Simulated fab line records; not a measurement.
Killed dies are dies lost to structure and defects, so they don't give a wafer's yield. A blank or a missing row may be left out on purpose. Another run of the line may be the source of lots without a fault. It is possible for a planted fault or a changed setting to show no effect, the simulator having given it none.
Comparing a struck lot with a sound one	flow n5Finfet	20 out of 1938 route steps
Sound: wafers L523.3, L523.4, L523.5. Struck: wafer L530.1; the same lot's L530.6 was not struck, so it is left out; see the end for the cause.
Order at every step that has rows: each side's tool, ch and its chambers, its first start. Under that, the readings that differ: sound wafers	struck wafers	difference of the means	sigmas: that difference in standard deviations of wafers without a fault.
alike: readings whose means differ by less than 2 such deviations, and words and numbers that are the same on both sides. not compared: withheld readings, readings that some wafer has no value for, bounds like >300 that may hide the same value, and numbers for which the record gives no deviation and whose values overlap.
A row with sigmas, a row that says differs or no value, or rows on one side alone: a step with any of these is where the two part. When numbers do not overlap yet have no deviation, they are printed without sigmas and do not part them. Lack of a reading on every wafer of one side parts them only where that side has two or more wafers.

first, 8 steps without rows for these wafers: N5_BEOL_M13_COAT_58 (time 60 s, resist thk 89 nm); N5_BEOL_M13_COAT_04 (resist thk 400 nm); N5_BEOL_M13_EBR_06; N5_BEOL_M13_SOFTBAKE_05 (time 60 s); N5_BEOL_M13_EXPOSE_07 (exposes mask V12); N5_BEOL_M13_PEB_08 (peb time 90 s); N5_BEOL_M13_DEVELOP_09 (develop time 45 s); N5_BEOL_M13_HARDBAKE_14 (time 120 s).
N5_BEOL_M13_CD_MEAS_10: target cd 190 nm.
  sound on cdSem-03 ch 0, day 11 16:22; struck on cdSem-02 ch 0, day 14 05:25
reading	sound	struck	difference	sigmas
cdNm (nm)	190.5 191.1 191.0	187.9	-3.0	-2
N5_BEOL_M13_OVL_MEAS_11:
  sound on overlay-01 ch 0, day 11 16:23; struck on overlay-02 ch 0, day 14 05:26
  alike: V12_OVL
N5_BEOL_M13_INSPECT_12: inspects for defects (macro).
  sound on defectInspect-01 at day 11 16:25; struck on defectInspect-02 at day 14 05:28
  alike: rawDefectCount
N5_BEOL_M13_DESCUM_15: chemistry O2, time 7.9 s.
  sound on rieDiel-05 ch 0,2,3, day 11 16:28; struck on rieDiel-02 ch 0, day 14 05:53
reading	sound	struck	difference	sigmas
oesProductAu (a.u.)	0.95 0.82 0.82	0.68	-0.18	-2
throttleValvePct (%)	20.40 20.19 20.09	20.80	+0.57	+3
  alike: chamberPressureMTorr, drypumpMotorCurrentA, rfVppV, showerheadPlenumPTorr
  not compared: rfHoursCounterH
N5_BEOL_M13_ETCH_59: etches BARC in N2/H2, target depth 89 nm, overetch 26.7 nm, time 67.9 s.
  sound on rieDiel-05 ch 0,2,3, day 11 16:30; struck on rieDiel-02 ch 0, day 14 05:55
reading	sound	struck	difference	sigmas
oesProductAu (a.u.)	0.83 0.70 0.69	0.58	-0.16	-2
throttleValvePct (%)	17.79 17.65 17.33	18.24	+0.65	+3
model.coat_of_BEOL_M13_COAT_04.thkNm (nm)	318.6 317.4 317.8	284.4	-33.5	
  alike: biasW, chamberPressureMTorr, drypumpMotorCurrentA, h2FlowSccm, rfVppV, showerheadPlenumPTorr
  not compared: rfHoursCounterH
N5_BEOL_M13_VIA_ETCH_16: etches SiOC in C4F8/O2/Ar, target depth 921.7 nm.
  sound on rieDiel-05 ch 0,2,3, day 11 16:33; struck on rieDiel-02 ch 0, day 14 05:58
reading	sound	struck	difference	sigmas
oesProductAu (a.u.)	0.88 0.74 0.74	0.61	-0.18	-2
rfVppV (V)	663.9 666.3 661.4	668.5	+4.6	+2
throttleValvePct (%)	24.34 23.83 24.02	24.74	+0.68	+2
model.coat_of_BEOL_M13_COAT_04.thkNm (nm)	73.6 69.4 64.6	42.8	-26.4	
  alike: biasW, chamberPressureMTorr, drypumpMotorCurrentA, showerheadPlenumPTorr
N5_BEOL_M13_STRIP_63: strips in N2/H2.
  sound on plasmaAsher-02 ch 0,1, day 11 16:49; struck on plasmaAsher-02 ch 0, day 14 06:13
reading	sound	struck	difference	sigmas
oesProductAu (a.u.)	0.664 0.677 0.675	0.663	-0.009	-2
rfHoursCounterH (h)	- - -	140	no value on the sound wafers	
stripTimeToEndpointS (s)	28.8 27.5 26.1	19.3	-8.2	-7
  alike: chamberPressureMTorr, drypumpMotorCurrentA, h2FlowSccm, heaterPowerW
N5_BEOL_M13_STRIP_64: strips in N2/H2.
  sound on plasmaAsher-02 ch 0,1, day 11 16:52; struck on plasmaAsher-02 ch 0, day 14 06:16
reading	sound	struck	difference	sigmas
h2FlowSccm (sccm)	3247 3260 3271	3233	-26	-3
rfHoursCounterH (h)	- - -	140	no value on the sound wafers	
stripTimeToEndpointS (s)	31.38 31.39 31.39	31.25	-0.14	-2
  alike: drypumpMotorCurrentA, heaterPowerW, oesProductAu
then, 2 steps without rows for these wafers: N5_BEOL_M13_STRIP_71 (strips in post etch residue remover, time 60 s); N5_BEOL_M13_SRD_72 (time 30 s, dry time 30 s).
N5_BEOL_M13_CD_MEAS_17: target cd 190 nm.
  sound on cdSem-03 at day 11 17:00; struck on cdSem-01 at day 14 06:25
reading	sound	struck	difference	sigmas
cdNm (nm)	190.9 192.4 190.6	194.8	+3.5	+2
then, 1 step without rows for these wafers: N5_BEOL_M13_COAT_65 (time 60 s, resist thk 350 nm).

## WHERE THEY PART
At N5_BEOL_M13_CD_MEAS_10 first; at N5_BEOL_M13_CD_MEAS_17 last (within this record only).

WHY: what had been put in by the simulator
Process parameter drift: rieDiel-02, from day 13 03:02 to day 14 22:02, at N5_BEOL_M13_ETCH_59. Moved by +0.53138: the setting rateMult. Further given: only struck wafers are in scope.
